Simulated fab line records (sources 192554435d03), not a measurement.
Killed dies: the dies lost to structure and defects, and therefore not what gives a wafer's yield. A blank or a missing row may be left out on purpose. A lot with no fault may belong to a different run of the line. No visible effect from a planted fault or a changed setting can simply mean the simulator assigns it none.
fab line records | flow n5-finfet
record: lots: 10 | wafers: 29 | last-day: 17
route steps=1938 shown HKMG_FIN@389 BEOL_M4@1111 PASSIVATION@1936
lots untouched by any fault: they come from a run of this same line in which no faults occurred
start-h: the number of hours between the record's first day and the start of the first shown wafer of the lot | wait-h: hours elapsed since this lot's preceding step | " the same as in the row above | L1.1+2: one row covering several wafers at once | - value missing, or start not given | * or withheld: withheld | < > ~ a bound
route shown NAME@n: names a module that has steps shown in the file, with the first one's number in the route | usual: mean and standard deviation over wafers with no fault | same: alike in all rows | chamber/n: place in a boat | sites: per-site readings | _std_site: standard deviation of those values | _edge_site: the outer-site mean with the inner-site mean subtracted | radius-mm: how far each site lies from the wafer's centre | mask NAME#n: copy n | behind: the tool/chamber that last shaped the wafer | hold: why the lot went on hold/how many hours it stayed there/how the hold came to an end | device: which transistor (n, p or np) failed to switch | end of line: the route-end tests of the same wafers | for a step that has no rows: nothing shown but its recipe | killed: the dies lost at the first sort to structure and to defects; this is not the yield of the wafer | map: per-die view of a wafer (x killed, . not killed, _ where there is no die)
set.NAME: the run value of the setting; set.NAME@STEP: its run value at that earlier step | model.NAME: the simulator's own value behind a step, which no gauge read
one table for each step of the route and one row for each wafer, over a sample of lots
services: from which hour (start-h, from the record's first day; less than 0 if before it) a tool's chamber was out of use, for how many hours, and why
== steps ==
step: N5_HKMG_FIN_ALD_75
recipe: material: Al2O3 | target-thk-a: 10 | temp-c: 150 | ald-precursor-family: TMA | ald-co-reactant: H2O | pulse-time-s: withheld | co-reactant-pulse-time-s: 1
usual: heater-power-w: 146/11 | precursor-pulse-height-rel: 1.002/0.021
lot.wafer | tool      | chamber | start-h | wait-h | heater-power-w | precursor-pulse-height-rel
L838.2    | ald-hk-03 | 2       | 70.49   | 0.1    | 159            | 0.966
L838.3    | "         | 3       | "       | "      | 149            | 1.016
L838.4    | "         | 0       | "       | "      | 148            | 0.989
L841.2    | ald-hk-03 | 0       | 88.86   | 0.0    | 146            | 1.005
L841.4    | "         | 1       | "       | "      | 151            | 1.021
L841.5    | "         | 3       | "       | "      | 147            | 1.006
L842.2    | ald-hk-02 | 2       | 94.82   | 0.0    | 147            | 1.005
L842.5    | "         | 1       | "       | "      | 140            | 1.020
L842.6    | "         | 2       | "       | "      | 145            | 1.005
L845.3    | ald-hk-03 | 2       | 115.65  | 0.0    | 156            | 1.028
L845.5    | "         | 1       | "       | "      | 154            | 0.966
L845.6    | "         | 2       | "       | "      | 159            | 0.991
L847.1    | ald-hk-02 | 1       | 125.49  | 0.0    | 141            | 1.052
L847.4    | "         | 3       | "       | "      | 147            | 0.993
L854.1    | ald-hk-02 | 1       | 165.02  | 0.0    | 144            | 1.005
L854.2    | "         | 3       | "       | "      | 142            | 1.026
L854.3    | "         | 0       | "       | "      | 124            | 0.999
L856.4    | ald-hk-02 | 3       | 176.36  | 0.0    | 138            | 1.007
L856.5    | "         | 3       | "       | "      | 137            | 1.069
L856.6    | "         | 0       | "       | "      | 124            | 0.962
L857.1    | ald-hk-03 | 3       | 184.91  | 0.0    | 149            | 1.001
L857.5    | "         | 3       | "       | "      | 148            | 0.970
L857.6    | "         | 0       | "       | "      | 146            | 0.994
L859.2    | ald-hk-03 | 1       | 197.89  | 0.0    | 152            | 1.002
L859.3    | "         | 0       | "       | "      | 148            | 0.988
L859.6    | "         | 3       | "       | "      | 152            | 1.014
L860.1    | ald-hk-02 | 1       | 204.95  | 0.0    | 143            | 0.995
L860.4    | "         | 0       | "       | "      | 123            | 1.007
L860.6    | "         | 1       | "       | "      | 141            | 0.989
step: N5_HKMG_FIN_STRIP_60
recipe: chemistry: N2/H2 | power-w: 2500 | temp-c: 300 | h2-frac: 0.65 | time-s: 360 | pressure-mtorr: withheld | n2-flow-sccm: 1750 | h2-flow-sccm: 3250
usual: drypump-motor-current-A: 5.6/0.44 | heater-power-w: 527/33
lot.wafer | tool            | chamber | start-h | wait-h | drypump-motor-current-A | heater-power-w | rf-hours-counter-h
L838.2    | plasma-asher-02 | 0       | 73.24   | 0.0    | 5.6                     | 534            | 36
L838.3    | "               | 0       | "       | "      | 5.7                     | 542            | -
L838.4    | "               | 1       | "       | "      | 5.4                     | 499            | -
L841.2    | plasma-asher-02 | 1       | 90.30   | 0.0    | 5.4                     | 519            | 40
L841.4    | "               | 1       | "       | "      | 5.4                     | 530            | -
L841.5    | "               | 1       | "       | "      | 5.4                     | 496            | -
L842.2    | plasma-asher-01 | 1       | 96.12   | 0.0    | 6.2                     | 562            | 86
L842.5    | "               | 0       | "       | "      | 5.1                     | 508            | -
L842.6    | "               | 1       | "       | "      | 6.1                     | 566            | -
L845.3    | plasma-asher-01 | 1       | 117.48  | 0.1    | 6.1                     | 558            | -
L845.5    | "               | 0       | "       | "      | 5.1                     | 488            | -
L845.6    | "               | 1       | "       | "      | 6.1                     | 572            | -
L847.1    | plasma-asher-02 | 1       | 126.92  | 0.0    | 5.4                     | 499            | 48
L847.4    | "               | 0       | "       | "      | 5.6                     | 525            | -
L854.1    | plasma-asher-01 | 0       | 166.46  | 0.0    | 5.1                     | 502            | 100
L854.2    | "               | 1       | "       | "      | 6.1                     | 579            | 100
L854.3    | "               | 1       | "       | "      | 6.1                     | 565            | -
L856.4    | plasma-asher-01 | 1       | 177.92  | 0.1    | 6.2                     | 571            | -
L856.5    | "               | 1       | "       | "      | 6.2                     | 570            | -
L856.6    | "               | 0       | "       | "      | 5.1                     | 496            | -
L857.1    | plasma-asher-01 | 1       | 186.37  | 0.0    | 6.1                     | 574            | 104
L857.5    | "               | 0       | "       | "      | 5.1                     | 497            | -
L857.6    | "               | 1       | "       | "      | 6.1                     | 580            | -
L859.2    | plasma-asher-01 | 1       | 199.76  | 0.0    | 6.1                     | 570            | 106
L859.3    | "               | 0       | "       | "      | 5.1                     | 504            | -
L859.6    | "               | 0       | "       | "      | 5.1                     | 491            | -
L860.1    | plasma-asher-02 | 0       | 206.48  | 0.0    | 5.6                     | 544            | 63
L860.4    | "               | 1       | "       | "      | 5.4                     | 498            | -
L860.6    | "               | 1       | "       | "      | 5.4                     | 492            | -
step: N5_HKMG_FIN_PWFM_ALD_03
recipe: material: TiN | target-thk-a: 20 | temp-c: 400 | ald-precursor-family: TiCl4 | ald-co-reactant: NH3 | pulse-time-s: 1 | purge-time-s: 3 | co-reactant-purge-time-s: 2 | co-reactant-pulse-time-s: 2 | ald-cycles: 91 | pressure-torr: 3
usual: ald-cycles: 91/0 | heater-power-w: 865/80 | precursor-pulse-height-rel: 1.000/0.021
same: co-reactant-pulse-time-s: 2
lot.wafer | tool         | chamber | start-h | wait-h | ald-cycles | heater-power-w | precursor-pulse-height-rel | since-wet-clean-h
L838.2    | ald-metal-03 | 3       | 74.94   | 0.0    | 91         | 863            | 0.999                      | 4353
L838.3    | "            | 0       | "       | "      | 91         | 852            | 1.006                      | 4353
L838.4    | "            | 1       | "       | "      | 91         | 950            | 0.969                      | -
L841.2    | ald-metal-01 | 3       | 91.88   | 0.0    | 91         | 740            | 0.998                      | 2832
L841.4    | "            | 1       | "       | "      | 91         | 849            | 0.982                      | 2832
L841.5    | "            | 1       | "       | "      | 91         | 847            | 1.004                      | -
L842.2    | ald-metal-01 | 1       | 97.70   | 0.0    | 91         | 821            | 1.005                      | 2838
L842.5    | "            | 0       | "       | "      | 91         | 789            | 0.994                      | -
L842.6    | "            | 3       | "       | "      | 91         | 756            | 1.018                      | -
L845.3    | ald-metal-01 | 1       | 118.94  | 0.0    | 91         | 842            | 0.988                      | 2859
L845.5    | "            | 3       | "       | "      | 107        | 736            | 1.001                      | -
L845.6    | "            | 0       | "       | "      | 91         | 828            | 0.980                      | -
L847.1    | ald-metal-01 | 0       | 128.50  | 0.0    | 91         | 821            | 0.983                      | 2868
L847.4    | "            | 3       | "       | "      | 107        | 755            | 1.005                      | 2868
L854.1    | ald-metal-03 | 3       | 168.06  | 0.0    | 91         | 860            | 0.970                      | 4446
L854.2    | "            | 1       | "       | "      | 91         | 936            | 0.988                      | 4446
L854.3    | "            | 0       | "       | "      | 91         | 870            | 0.958                      | 4446
L856.4    | ald-metal-03 | 0       | 179.37  | 0.0    | 91         | 881            | 1.010                      | 4458
L856.5    | "            | 0       | "       | "      | 91         | 865            | 0.991                      | -
L856.6    | "            | 1       | "       | "      | 91         | 936            | 1.012                      | -
L857.1    | ald-metal-01 | 2       | 187.98  | 0.0    | 91         | 877            | 0.996                      | 2928
L857.5    | "            | 3       | "       | "      | 91         | 744            | 0.988                      | -
L857.6    | "            | 0       | "       | "      | 91         | 816            | 0.987                      | -
L859.2    | ald-metal-01 | 1       | 201.32  | 0.0    | 91         | 853            | 1.021                      | 2941
L859.3    | "            | 2       | "       | "      | 91         | 881            | 0.996                      | 2941
L859.6    | "            | 2       | "       | "      | 91         | 898            | 0.962                      | -
L860.1    | ald-metal-01 | 3       | 208.06  | 0.0    | 91         | 722            | 1.030                      | 2948
L860.4    | "            | 0       | "       | "      | 91         | 813            | 0.981                      | 2948
L860.6    | "            | 1       | "       | "      | 91         | 837            | 1.004                      | -
step: N5_HKMG_FIN_INSPECT_14
recipe: mode: adi | inspect-instrument: macro
usual: raw-defect-count: 2.1/1.6
lot.wafer | tool              | chamber | start-h | wait-h | raw-defect-count
L838.2    | defect-inspect-02 | -       | 75.83   | 0.0    | 0
L838.3    | "                 | -       | "       | "      | 3
L838.4    | "                 | -       | "       | "      | 2
L841.2    | defect-inspect-01 | -       | 92.77   | 0.0    | 3
L841.4    | "                 | -       | "       | "      | 3
L841.5    | "                 | -       | "       | "      | 0
L842.2    | defect-inspect-02 | -       | 98.59   | 0.0    | 1
L842.5    | "                 | -       | "       | "      | 3
L842.6    | "                 | -       | "       | "      | 4
L845.3    | defect-inspect-02 | -       | 119.83  | 0.0    | 3
L845.5    | "                 | -       | "       | "      | 4
L845.6    | "                 | -       | "       | "      | 2
L847.1    | defect-inspect-02 | -       | 129.29  | 0.0    | 5
L847.4    | "                 | -       | "       | "      | 0
L854.1    | defect-inspect-02 | -       | 168.95  | 0.0    | 0
L854.2    | "                 | -       | "       | "      | 4
L854.3    | "                 | -       | "       | "      | 1
L856.4    | defect-inspect-02 | -       | 180.13  | 0.0    | 2
L856.5    | "                 | -       | "       | "      | 1
L856.6    | "                 | -       | "       | "      | 1
L857.1    | defect-inspect-01 | -       | 188.75  | 0.0    | 5
L857.5    | "                 | -       | "       | "      | 2
L857.6    | "                 | -       | "       | "      | 2
L859.2    | defect-inspect-02 | -       | 202.09  | 0.0    | 0
L859.3    | "                 | -       | "       | "      | 1
L859.6    | "                 | -       | "       | "      | 0
L860.1    | defect-inspect-02 | -       | 208.95  | 0.0    | 6
L860.4    | "                 | -       | "       | "      | 2
L860.6    | "                 | -       | "       | "      | 5
step: N5_BEOL_M4_RC_MEAS_101
usual: DIBL_N: 35.8/1.5 | DIBL_P: 35.9/1.8 | IOFF_N: 0.152/0.025 | IOFF_P: 0.21/0.031 | IOFF_P_85C: 3.6/0.46 | IOFF_P_LIN: 0.099/0.012 | ION_N: 672/11 | ION_P: 462/7.4 | SS_N: 71.5/0.52 | SS_P: 73.2/0.54 | VT_N: 250/3 | VT_P: -250/3.3 | VT_P_LONG: -275/3.3 | VT_P_LVT: -99/3.1
lot.wafer | tool      | chamber | start-h | wait-h | DIBL_N[mV/V] | DIBL_P[mV/V] | IOFF_N[nA/um] | IOFF_P[nA/um] | IOFF_P_85C[nA/um] | IOFF_P_LIN[nA/um] | ION_N[uA/um] | ION_P[uA/um] | SS_N[mV/dec] | SS_P[mV/dec] | VT_N[mV] | VT_P[mV] | VT_P_LONG[mV] | VT_P_LVT[mV]
L838.2    | prober-02 | 0       | 172.02  | 0.2    | 37.7         | 37.6         | 0.168         | 0.25          | 4.0               | 0.111             | 681          | 470          | 71.9         | 73.4         | 250      | -247     | -272          | -96
L838.3    | "         | 0       | "       | "      | 35.8         | 35.2         | 0.146         | 0.20          | 3.5               | 0.098             | 669          | 463          | 71.5         | 73.2         | 250      | -248     | -273          | -98
L838.4    | "         | 0       | "       | "      | 35.6         | 36.1         | 0.145         | 0.22          | 3.6               | 0.103             | 672          | 472          | 71.4         | 72.5         | 251      | -248     | -273          | -96
L841.2    | prober-01 | 0       | 178.69  | 0.2    | 34.4         | 31.2         | 0.096         | 0.13          | 2.5               | 0.069             | 655          | 449          | 70.5         | 72.3         | 261      | -260     | -279          | -109
L841.4    | "         | 0       | "       | "      | 37.0         | 34.5         | 0.137         | 0.18          | 3.2               | 0.084             | 672          | 458          | 71.1         | 73.2         | 253      | -254     | -279          | -106
L841.5    | "         | 0       | "       | "      | 36.8         | 34.3         | 0.137         | 0.18          | 3.1               | 0.085             | 669          | 458          | 71.2         | 73.1         | 251      | -255     | -281          | -106
L842.2    | prober-01 | 0       | 199.76  | 0.2    | 33.9         | 34.8         | 0.122         | 0.16          | 2.9               | 0.082             | 670          | 457          | 70.9         | 72.9         | 250      | -254     | -276          | -103
L842.5    | "         | 0       | "       | "      | 34.9         | 35.9         | 0.143         | 0.17          | 3.0               | 0.084             | 674          | 452          | 70.7         | 73.0         | 251      | -252     | -280          | -102
L842.6    | "         | 0       | "       | "      | 34.1         | 35.4         | 0.125         | 0.16          | 2.9               | 0.082             | 665          | 459          | 71.5         | 72.6         | 251      | -256     | -279          | -103
L845.3    | prober-02 | 0       | 209.16  | 0.3    | 37.0         | 36.6         | 0.143         | 0.19          | 3.3               | 0.088             | 670          | 459          | 71.6         | 73.8         | 252      | -255     | -279          | -104
L845.5    | "         | 0       | "       | "      | 37.5         | 37.7         | 0.145         | 0.30          | 4.9               | 0.139             | 665          | 472          | 71.9         | 74.1         | 254      | -242     | -268          | -91
L845.6    | "         | 0       | "       | "      | 35.0         | 33.7         | 0.112         | 0.14          | 2.6               | 0.072             | 661          | 450          | 71.4         | 72.9         | 256      | -259     | -280          | -108
L847.1    | prober-01 | 0       | 230.98  | 0.0    | 35.9         | 35.9         | 0.158         | 0.21          | 3.6               | 0.102             | 673          | 464          | 71.3         | 72.6         | 248      | -245     | -275          | -98
L847.4    | "         | 0       | "       | "      | 35.8         | 36.0         | 0.161         | 0.33          | 5.2               | 0.156             | 685          | 485          | 70.9         | 73.8         | 248      | -238     | -263          | -87
L854.1    | prober-01 | 0       | 263.71  | 0.0    | 37.7         | 38.6         | 0.218         | 0.29          | 4.9               | 0.133             | 700          | 484          | 72.0         | 74.3         | 244      | -243     | -270          | -93
L854.2    | "         | 0       | "       | "      | 36.0         | 35.8         | 0.172         | 0.23          | 3.9               | 0.109             | 676          | 465          | 71.6         | 72.8         | 245      | -248     | -271          | -96
L854.3    | "         | 0       | "       | "      | 36.5         | 38.0         | 0.196         | 0.28          | 4.6               | 0.128             | 706          | 489          | 72.4         | 73.7         | 245      | -243     | -271          | -93
L856.4    | prober-02 | 0       | 271.90  | 0.5    | 35.5         | 37.1         | 0.182         | 0.24          | 3.9               | 0.108             | 682          | 460          | 71.9         | 73.3         | 247      | -247     | -274          | -98
L856.5    | "         | 0       | "       | "      | 34.3         | 37.2         | 0.175         | 0.24          | 4.0               | 0.113             | 694          | 471          | 71.1         | 72.5         | 245      | -250     | -274          | -96
L856.6    | "         | 0       | "       | "      | 34.1         | 36.0         | 0.154         | 0.21          | 3.6               | 0.100             | 675          | 460          | 71.2         | 72.7         | 250      | -248     | -275          | -98
L857.1    | prober-02 | 0       | 285.84  | 0.0    | 36.3         | 38.6         | 0.179         | 0.24          | 4.0               | 0.108             | 677          | 463          | 71.6         | 73.8         | 247      | -249     | -274          | -95
L857.5    | "         | 0       | "       | "      | 36.0         | 39.4         | 0.177         | 0.26          | 4.3               | 0.116             | 689          | 477          | 71.5         | 73.7         | 248      | -248     | -274          | -93
L857.6    | "         | 0       | "       | "      | 35.3         | 37.1         | 0.159         | 0.22          | 3.7               | 0.102             | 683          | 462          | 71.4         | 73.4         | 251      | -249     | -273          | -98
L859.2    | prober-02 | 0       | 300.52  | 0.2    | 33.7         | 34.6         | 0.135         | 0.20          | 3.5               | 0.098             | 662          | 465          | 71.3         | 72.6         | 251      | -249     | -274          | -99
L859.3    | "         | 0       | "       | "      | 33.9         | 34.2         | 0.133         | 0.19          | 3.4               | 0.095             | 664          | 455          | 71.8         | 73.0         | 253      | -251     | -276          | -98
L859.6    | "         | 0       | "       | "      | 34.5         | 34.7         | 0.145         | 0.20          | 3.5               | 0.097             | 653          | 455          | 71.4         | 73.2         | 254      | -252     | -274          | -99
L860.1    | prober-01 | 0       | 303.34  | 0.0    | 36.0         | 35.4         | 0.146         | 0.22          | 3.7               | 0.108             | 676          | 467          | 71.5         | 73.1         | 251      | -249     | -273          | -99
L860.4    | "         | 0       | "       | "      | 35.9         | 35.9         | 0.154         | 0.23          | 3.9               | 0.113             | 678          | 466          | 71.8         | 73.0         | 246      | -248     | -271          | -99
L860.6    | "         | 0       | "       | "      | 35.4         | 35.1         | 0.144         | 0.21          | 3.6               | 0.106             | 693          | 468          | 71.3         | 72.4         | 251      | -248     | -271          | -99
step: N5_PASSIVATION_PROBE_49
usual: defect-limited-yield: 91.7/1.7 | killed_at_M0_to_M3: 34/10 | killed_at_M4_up: 13/5.1 | killed-at-contacts: 12/6.2 | killed-at-front-end: 36/12 | killed-at-other: 3.2/2.6 | killed-dies: 98/20 | killed-open: 65/13 | killed-short: 32/8.4 | sort_bin_5_function: 4.8/1.1 | sort_bin_6_memory: 3.2/0.74 | sort_bin_8_speed: 0.00/0.012 | sort-n-pass: 1082/20 | sort-yield-pct: 91.7/1.7
same: gross-dies: 1180 | killed-at-back-side: 0 | sort_bin_4_leakage[%]: 0
lot.wafer | tool      | chamber | start-h | wait-h | defect-limited-yield[%] | killed_at_M0_to_M3 | killed_at_M4_up | killed-at-contacts | killed-at-front-end | killed-at-other | killed-dies | killed-open | killed-short | sort_bin_5_function[%] | sort_bin_6_memory[%] | sort_bin_8_speed[%] | sort-n-pass | sort-yield-pct[%]
L845.3    | prober-02 | -       | 319.39  | 0.1    | 91.6                    | 35                 | 14              | 14                 | 28                  | 8               | 99          | 76          | 23           | 4.8                    | 3.5                  | 0                   | 1081        | 91.6
L845.5    | prober-02 | -       | 319.49  | 0.2    | 89.7                    | 30                 | 8               | 8                  | 72                  | 4               | 122         | 83          | 36           | 5.8                    | 4.2                  | 0                   | 1058        | 89.7
L845.6    | prober-02 | -       | 319.54  | 0.3    | 89.7                    | 40                 | 8               | 13                 | 59                  | 2               | 122         | 82          | 40           | 6.7                    | 3.2                  | 0                   | 1058        | 89.7
L847.4    | prober-02 | -       | 331.42  | 0.2    | 88.9                    | 38                 | 23              | 12                 | 54                  | 4               | 131         | 78          | 53           | 6.9                    | 4.0                  | 0                   | 1049        | 88.9
L856.4    | prober-02 | -       | 376.64  | 0.2    | 88.6                    | 50                 | 10              | 20                 | 50                  | 4               | 134         | 92          | 36           | 6.9                    | 3.7                  | 0                   | 1046        | 88.6
L856.5    | prober-02 | -       | 376.69  | 0.2    | 88.6                    | 47                 | 9               | 17                 | 58                  | 4               | 135         | 89          | 46           | 6.9                    | 4.3                  | 0                   | 1045        | 88.6
L856.6    | prober-02 | -       | 376.74  | 0.3    | 88.9                    | 65                 | 9               | 6                  | 45                  | 6               | 131         | 89          | 40           | 7.3                    | 3.5                  | 0                   | 1049        | 88.9
killed by level:class
L845.3 MOL_CONTACT_COAG:geometric-particle:open=12 BEOL_M2:geometric-particle:open=10 BEOL_M4:geometric-particle:open=8 STI_FIN_REVEAL:geometric-particle:open=7 BEOL_M3:geometric-particle:open=7 BEOL_M1:geometric-particle:open=6 BEOL_M0_SAQP:geometric-particle:open=5 FIN_SAQP:geometric-particle:short=4
L845.5 FIN_SAQP:geometric-particle:open=15 FIN_SAQP:geometric-particle:short=12 STI_FIN_REVEAL:geometric-particle:open=11 MOL_CONTACT_COAG:geometric-particle:open=8 BEOL_M3:geometric-particle:open=8 DUMMY_GATE:geometric-particle:open=6 GATE_CUT:geometric-particle:open=6 BEOL_M0_SAQP:geometric-particle:open=6
L845.6 BEOL_M3:geometric-particle:open=14 FIN_SAQP:geometric-particle:open=13 MOL_CONTACT_COAG:geometric-particle:open=9 FIN_SAQP:geometric-particle:short=6 DUMMY_GATE:geometric-particle:short=6 DUMMY_GATE:geometric-particle:open=6 ILD0:geometric-particle:open=6 BEOL_M0_SAQP:geometric-particle:open=6
L847.4 FIN_SAQP:geometric-particle:short=17 BEOL_M0_SAQP:geometric-particle:short=14 FIN_SAQP:geometric-particle:open=13 BEOL_M0_SAQP:geometric-particle:open=12 DUMMY_GATE:geometric-particle:open=9 MOL_CONTACT_COAG:geometric-particle:open=9 BEOL_M4:geometric-particle:open=9 BEOL_M4:geometric-particle:short=6
L856.4 MOL_CONTACT_COAG:geometric-particle:open=19 FIN_SAQP:geometric-particle:open=16 BEOL_M1:geometric-particle:open=11 BEOL_M2:geometric-particle:open=11 FIN_SAQP:geometric-particle:short=9 BEOL_M0_SAQP:geometric-particle:short=8 BEOL_M0_SAQP:geometric-particle:open=8 BEOL_M1:geometric-particle:short=7
L856.5 FIN_SAQP:geometric-particle:open=17 BEOL_M0_SAQP:geometric-particle:open=15 FIN_SAQP:geometric-particle:short=11 MOL_CONTACT_COAG:geometric-particle:open=11 STI_FIN_REVEAL:geometric-particle:open=8 BEOL_M0_SAQP:geometric-particle:short=7 BEOL_M3:geometric-particle:open=7 MOL_CONTACT_COAG:geometric-particle:short=6
L856.6 BEOL_M2:geometric-particle:open=15 BEOL_M0_SAQP:geometric-particle:short=12 BEOL_M3:geometric-particle:open=11 BEOL_M1:geometric-particle:open=10 GATE_CUT:geometric-particle:short=9 BEOL_M0_SAQP:geometric-particle:open=9 FIN_SAQP:geometric-particle:open=7 STI_FIN_REVEAL:geometric-particle:open=7
== services ==
tool            | chamber | start-h | hours | kind
plasma-asher-02 | -       | 63.86   | 1.7   | repair
ald-metal-03    | 2       | 73.11   | 19.1  | repair
plasma-asher-02 | -       | 78.70   | 2.8   | pm
plasma-asher-01 | -       | 85.79   | 3.2   | repair
ald-metal-01    | 2       | 93.62   | 22.0  | repair
plasma-asher-01 | -       | 178.73  | 7.2   | repair
ald-metal-03    | -       | 190.28  | 8.7   | pm
== key ==
first-sign: step: N5_HKMG_FIN_PWFM_ALD_03 | reading: ald-cycles | direction: up | sigmas: 99+ | usual: * | struck: *
effect: step: N5_BEOL_M4_RC_MEAS_101 | reading: IOFF_P_LIN | direction: up | sigmas: 3.9 | usual: 0.099 | struck: 0.148
effect: step: N5_BEOL_M4_RC_MEAS_101 | reading: IOFF_P | direction: up | sigmas: 3.6 | usual: 0.21 | struck: 0.32
effect: step: N5_BEOL_M4_RC_MEAS_101 | reading: VT_P_LVT | direction: up | sigmas: 3.4 | usual: -99 | struck: -89
effect: step: N5_BEOL_M4_RC_MEAS_101 | reading: IOFF_P_85C | direction: up | sigmas: 3.3 | usual: 3.6 | struck: 5.1
effect: step: N5_BEOL_M4_RC_MEAS_101 | reading: VT_P | direction: up | sigmas: 3 | usual: -250 | struck: -240
effect: step: N5_BEOL_M4_RC_MEAS_101 | reading: VT_P_LONG | direction: up | sigmas: 3 | usual: -275 | struck: -265
met-at N5_HKMG_FIN_PWFM_ALD_03
struck-lots L845,L847
struck-wafers L845.5,L847.4
not-acting-at N5_HKMG_FIN_ALD_75,N5_HKMG_FIN_STRIP_60,N5_HKMG_FIN_INSPECT_14
onset-between 97.70 118.94
fault: kind: process-parameter-drift | tool: ald-metal-01 | chamber: - | onset-h: 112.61 | steps: N5_HKMG_FIN_PWFM_ALD_03 | channel: ald-cycles | offset: * | shape: step | end-h: 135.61 | scope: struck-wafers-only | acts-in: * | stated: *
